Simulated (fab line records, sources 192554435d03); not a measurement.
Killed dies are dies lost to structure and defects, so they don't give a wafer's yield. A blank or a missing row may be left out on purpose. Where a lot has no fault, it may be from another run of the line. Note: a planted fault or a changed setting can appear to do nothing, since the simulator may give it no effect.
Code-filled problem report in 8D (eight disciplines) form || flow n5_finfet || the parts of the form that need people (team, actions taken, sign-off) are left out

## 1. WHAT WENT WRONG
At N5_BEOL_M1_SPUTTER_92, chamber_pressure_pa averages 0.07 Pa over 6 wafers from 2 lots, while fault-free wafers read 0.07 Pa, standard deviation 0.00016. Measured from the usual mean, that is +26 standard deviations.
The step: material Cu, target thk 4.5 nm, time 8.29 s.
First observed at day 10 18:00: wafer L939.2, on pvd_sputter-03. The record holds 30 wafers of 10 lots with a number at this step. Rule for "out" (also "out of limits"): further than 4 standard deviations from the usual mean. All remaining wafers that have a number are taken as sound.

## 2. WHAT IT IS; WHAT IT IS NOT
{"question": "which readings at this step", "is": "chamber_pressure_pa", "is not": "chuck_gas_flow_sccm, substrate_temp_c"}
{"question": "which lots", "is": "L939, L940", "is not": "L923, L925, L930, L932, L933, L942, L944, L945"}
{"question": "which wafers of those lots", "is": "all that have a number", "is not": "-"}
{"question": "read on which tools", "is": "pvd_sputter-03", "is not": "pvd_sputter-01, pvd_sputter-02"}
{"question": "when", "is": "from day 10 18:00", "is not": "up to then (15 sound wafers); but 9 sound wafers of L942, L944, L945 came after"}

## 3. THE SUSPECTS, EACH WITH WHAT RULES IT OUT
Counting: a tool at any process step up to the reading remains a suspect when it ran all the lots that are out and ran no sound lot after the first of those.
- pvd_sputter-03 at N5_BEOL_M1_ANNEAL_87 (time 240 s): kept. It ran every lot that is out, first L939 (day 10 17:25), and no sound lot after that; its last sound lot up to then is L930 (day 8 12:35).
- pvd_sputter-03 at N5_BEOL_M1_ANNEAL_91 (time 240 s): kept. It ran every lot that is out, first L939 (day 10 17:52), and no sound lot after that; its last sound lot up to then is L930 (day 8 13:02).
- pvd_sputter-03 at N5_BEOL_M1_SPUTTER_92 (material Cu, target thk 4.5 nm, time 8.29 s): kept. It ran every lot that is out, first L939 (day 10 18:00), and no sound lot after that; its last sound lot up to then is L930 (day 8 13:10). Its own readings are out on those wafers: chamber_pressure_pa.
Left after counting: pvd_sputter-03 at N5_BEOL_M1_ANNEAL_87, pvd_sputter-03 at N5_BEOL_M1_ANNEAL_91, pvd_sputter-03 at N5_BEOL_M1_SPUTTER_92.

## 4. THE CAUSE (what the simulator had put in)
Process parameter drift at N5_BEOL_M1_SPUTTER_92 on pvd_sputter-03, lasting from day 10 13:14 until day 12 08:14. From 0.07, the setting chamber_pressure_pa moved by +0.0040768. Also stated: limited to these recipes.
Counting leaves 3 suspects; this tool is one of them.

## 5. SEQUENCE OF EFFECTS, ordered by route
Each row: a reading where the mean over the struck wafers with a number is more than 3 standard deviations away from the usual. Scope: only readings with a usual standard deviation given in the record; hours: median across lots of the time from each lot's start at the first step in this table that gives one to its start at this step; sigmas: change in usual standard deviations.
{"hours": 0, "step": "N5_BEOL_M1_SPUTTER_92", "reading": "chamber_pressure_pa", "usual": "0.07 Pa", "on struck wafers": 0.07, "change": "+0.00", "sigmas": "+26"}
It contains these process steps:
- N5_BEOL_M1_SPUTTER_92: material Cu, target thk 4.5 nm, time 8.29 s.
Later measuring or inspecting steps at which every struck wafer that the step has a row for has a number for every such reading, and none has moved that far: N5_BEOL_M4_RC_MEAS_101.

## 6. HOW IT WOULD HAVE BEEN CAUGHT EARLIER
In this record no reading fell out of limits until day 10 18:00, 5 hours after the fault had begun at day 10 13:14.
